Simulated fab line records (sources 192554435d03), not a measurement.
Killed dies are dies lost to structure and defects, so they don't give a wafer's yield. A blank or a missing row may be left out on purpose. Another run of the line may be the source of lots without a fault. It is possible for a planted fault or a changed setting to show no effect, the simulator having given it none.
Split-lot trial	flow n5 finfet	route with 1938 steps; 7 lots, 21 wafers read

== SPLIT DETAILS ==
At N5_FIN_CUT_COAT_19 (time 60 s, resist thk 20 nm), the setting spin rpm was moved away from the recipe's 1500 rpm on 10 of the 21 wafers read, by -8.2% to +10.7%. This setting was run at the recipe's value on the other wafers.

The split's own step is where the reading is taken.

== THE READING ==
SiARC_of_FIN_CUT_COAT_19.thk nm (the simulator's own value, which no gauge read), in nm, at N5_FIN_CUT_COAT_19 (time 60 s, resist thk 20 nm). The file does not state a usual value for it. Average 20.0 nm, standard deviation 0.077 nm, over the 11 wafers here run with the recipe.

wafer	tool, chamber at the split	spin rpm as run, rpm	against the recipe	SiARC_of_FIN_CUT_COAT_19.thk nm, nm	against lot-mates on the recipe
L075.1	litho track-02, 0	1649	+9.9%	19	no lot-mate on the recipe
L075.2	litho track-02, 0	1649	+9.9%	19	no lot-mate on the recipe
L075.6	litho track-02, 0	1649	+9.9%	19	no lot-mate on the recipe
L076.1	litho track-03, 0	1500	recipe	20	-
L076.3	litho track-03, 0	1500	recipe	20	-
L076.5	litho track-03, 0	1630	+8.7%	19.2	-0.8
L080.2	litho track-05, 0	1500	recipe	20.2	-
L080.3	litho track-05, 0	1500	recipe	20	-
L080.4	litho track-05, 0	1421	-5.3%	20.6	+0.5
L083.3	litho track-02, 0	1441	-3.9%	20.4	+0.4
L083.5	litho track-02, 0	1441	-3.9%	20.4	+0.4
L083.4	litho track-02, 0	1500	recipe	20	-
L084.1	litho track-02, 0	1660	+10.7%	19	-1.0
L084.5	litho track-02, 0	1660	+10.7%	19	-1.0
L084.2	litho track-02, 0	1500	recipe	20	-
L092.3	litho track-05, 0	1500	recipe	20	-
L092.5	litho track-05, 0	1500	recipe	20	-
L092.4	litho track-05, 0	1500	recipe	20.2	-
L094.1	litho track-03, 0	1500	recipe	20	-
L094.4	litho track-03, 0	1500	recipe	20	-
L094.5	litho track-03, 0	1377	-8.2%	20.8	+0.8

FIT RESULTS
A straight line over all 21 wafers: SiARC_of_FIN_CUT_COAT_19.thk nm changes by -0.0995 nm for each +1% of spin rpm; r = -0.99; the points scatter about the line by 0.065 nm.
The same after taking each lot's own level away (the mean of its wafers on the recipe; 18 wafers): -0.0949 nm for each +1%; r = -0.99; scatter 0.055 nm.
According to that fit, moving spin rpm by its largest amount changes the reading by 1 nm.
The lots' own levels span 20.00 to 20.10 nm, that is 1.3 times the standard deviation above.
The two slopes are in agreement: the lot-to-lot level therefore moves the slope only a little.
Check: with one of the wafers moved furthest among these (+10.7%) left out of the fit, the line predicts -1.01 nm for it against its lot-mates. Against them it came out at -1 nm.

== OTHER SPLITS ON THESE WAFERS ==
These wafers also went through other splits before the reading. Each is held against what the fit with the lots' levels taken away leaves over:
other split on the same wafers	wafers away from the commonest value	r with SiARC_of_FIN_CUT_COAT_19.thk nm (lot level and that fit taken away)
N5_ZERO_LAYER_PECVD_02 time s	5	+0.00
N5_ZERO_LAYER_COAT_05 spin rpm	8	-0.03
N5_WELL_APT_EXPOSE_22 dose mj	8	+0.07
N5_WELL_APT_PEB_23 peb temp c	6	-0.30
N5_FIN_SAQP_EXPOSE_13 dose mj	5	+0.27
N5_FIN_SAQP_PEB_14 peb time s	4	-0.03

== FILE'S OWN FIT ==
SiARC_of_FIN_CUT_COAT_19.thk nm changes by -0.0948 nm for each +1% of spin rpm, r = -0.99.
